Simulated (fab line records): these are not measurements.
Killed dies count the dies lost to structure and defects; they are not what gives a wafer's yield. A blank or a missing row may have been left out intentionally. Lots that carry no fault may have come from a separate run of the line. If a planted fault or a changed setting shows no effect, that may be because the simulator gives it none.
Matching of chambers ; flow nandHarc ; rieDiel-02 running NHARC_P_GATE_STRIP_101: 4 sister chambers
The step strips in O2, time 20 s. 8 wafers are shown with their chamber, then 7 later ones without.

## WAFERS WITH THEIR CHAMBER
wafer;chamber;drypumpMotorCurrentA (A);rfVppV (V)
L080.1;2;5.7;59.1
L087.1;1;5.3;58.4
L087.3;0;5.7;59.0
L091.3;0;5.7;57.6
L091.5;3;5.9;56.9
L091.6;2;5.7;58.6
L094.2;1;5.4;57.2
L094.4;3;5.9;56.4

## WAFERS WHOSE CHAMBER IS MISSING
wafer;drypumpMotorCurrentA (A);rfVppV (V)
L094.6;5.7;57.4
L096.1;5.6;58.3
L096.2;5.7;59.2
L096.3;5.9;55.8
L097.2;5.7;58.1
L097.4;5.9;57.3
L097.6;5.6;57.0

## EACH ONE'S CHAMBER
wafer;from the rows above;in truth
L094.6;can't be placed: 0 or 2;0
L096.1;can't be placed: 0 or 2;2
L096.2;can't be placed: 2 or 0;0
L096.3;3;3
L097.2;can't be placed: 0 or 2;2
L097.4;3;3
L097.6;can't be placed: 0 or 2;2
Correct placement for 2 of the 7. Can't be placed from these rows: 5 (the true chamber is among the candidates in 5). Wrongly placed: 0.
How it was worked out, from the rows above alone: a wafer's distance from a chamber is the root of the sum, over the readings, of the square of ((its reading less the chamber's mean) divided by the reading's scatter). If the next closest chamber is less than 2 further off than the closest, the wafer can't be placed; otherwise it belongs to the closest. The mean given for a chamber averages the wafers shown for that chamber. The scatter: take each reading less its chamber's mean, square it, sum over the shown wafers, divide by the number of wafers less the number of chambers, and take the root.
